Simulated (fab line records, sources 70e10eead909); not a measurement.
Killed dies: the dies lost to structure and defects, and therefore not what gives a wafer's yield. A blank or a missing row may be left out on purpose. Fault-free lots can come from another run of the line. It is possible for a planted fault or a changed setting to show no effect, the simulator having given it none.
Comparing a struck lot with a sound one	flow nand_harc	15 out of 1302 route steps
Sound: these wafers, L443.2, L443.4, L443.6. Wafers struck: L452.2, L452.4, L452.6. The cause is given at the end.
Order at every step that has rows: each side's tool, ch and its chambers, its first start. Under that, the readings that differ: sound wafers	struck wafers	difference of the means	sigmas: that difference in standard deviations of wafers without a fault.
alike: a reading whose means differ by less than 2 such deviations, as well as words and numbers matching on both sides. not compared: withheld readings; readings where some wafer has no value; bounds like >300 that might hide an equal value; numbers whose values overlap and for which the record gives no deviation.
The two part at a step that has a row with sigmas, a row that says differs or no value, or rows on one side only. Numbers that don't overlap but have no deviation are shown without sigmas and don't part them. A reading missing from all wafers of one side parts the sides only when that side holds two or more wafers.

NHARC_A_CONTACT_ETCH_138: etches the open film in C4F8/O2/Ar, time 311 s, target depth 1914 nm.
  sound on har_cap_etch-03 ch 1, day 22 19:55; struck on har_cap_etch-02 ch 0,1, day 26 03:37
  alike: oes_air_line_au
  not compared: rf_hours_counter_h
NHARC_A_CONTACT_ETCH_139: etches the open film in C4F8/O2/Ar, time 195 s, target depth 840 nm.
  sound on har_cap_etch-03 ch 1, day 22 20:11; struck on har_cap_etch-02 ch 0,1, day 26 03:53
reading	sound	struck	difference	sigmas
oes_air_line_au (a.u.)	1.027 1.007 1.032	1.013 0.973 0.947	-0.044	-2
  not compared: rf_hours_counter_h
then, 1 step without rows for these wafers: NHARC_A_CONTACT_ETCH_92 (etches the open film in CH3F/O2, target depth 40 nm, time 85.7 s).
NHARC_A_CONTACT_ETCH_98: etches the open film in C4F6/O2, target depth 20 nm, time 10 s.
  sound on rie_diel-06 ch 1,2; struck on rie_diel-09 ch 0,1,3
  alike: drypump_motor_current_A, o2_flow_sccm, oes_product_au, rf_vpp_V, showerhead_plenum_p_Torr, throttle_valve_pct
  not compared: rf_hours_counter_h
NHARC_A_CONTACT_CD_MEAS_15:
  struck on cd_sem-03, day 26 04:37; sound on cd_sem-02, day 22 20:58
  alike: cd_nm
then, 4 steps without rows for these wafers: NHARC_A_CONTACT_STRIP_107 (strips in N2/H2); NHARC_A_CONTACT_STRIP_108 (strips in CF4/CHF3); NHARC_A_CONTACT_STRIP_109 (strips in O2/COS); NHARC_A_CONTACT_ETCH_110 (etches the open film in CF4/O2, target depth 60 nm, overetch 6 nm, time 33 s).
NHARC_A_CONTACT_STRIP_26: strips in O2.
  sound on rie_diel-06 ch 1,2,3; struck on rie_diel-06 ch 1,3
  alike: drypump_motor_current_A, o2_flow_sccm, oes_product_au, rf_vpp_V, showerhead_plenum_p_Torr, throttle_valve_pct
  not compared: rf_hours_counter_h
then, 1 step without rows for these wafers: NHARC_A_CONTACT_STRIP_27 (strips in post etch residue remover, time 600 s).
NHARC_A_CONTACT_ALD_18: deposits TiN, target thk 3 nm, pulse time 1 s, ald cycles 150.
  sound on ald_metal-04 ch 3, day 22 21:59; struck on ald_metal-01 ch 1,2, day 26 05:35
  alike: heater_power_w, precursor_pulse_height_rel, susceptor_temp_C
NHARC_A_CONTACT_CVD_19: deposits W, target thk 300 nm, time 802 s.
  sound on cvd_w-01 ch 0,1, day 22 22:28; struck on cvd_w-01 ch 0, day 26 06:53
  alike: heater_power_w, susceptor_temp_C, throttle_valve_pct
NHARC_A_CONTACT_CMP_20: polishes, t overpolish 30 s, target thk 300 nm.
  sound on cmp-03 ch 0,1,3, day 22 23:21; struck on cmp-02 ch 0,2, day 26 08:31
reading	sound	struck	difference	sigmas
time_to_endpoint_s (s)	61 54 57	116 112 113	+56	+17
  alike: edge_zone_pressure_frac, motor_current_A, overpolish_run_s
NHARC_END_SORT_01:
  sound on prober-01 ch 0, day 24 20:24; struck on prober-01 ch 0, day 28 06:08
  alike: killed_at_array, killed_at_other, killed_at_periphery, killed_dies, killed_open, killed_short

WHERE THEY PART
Last at NHARC_A_CONTACT_CMP_20 as far as this record goes, first at NHARC_A_CONTACT_ETCH_139. Later steps at which nothing parts them and some readings are alike: NHARC_END_SORT_01.

WHY: what the simulator had put in
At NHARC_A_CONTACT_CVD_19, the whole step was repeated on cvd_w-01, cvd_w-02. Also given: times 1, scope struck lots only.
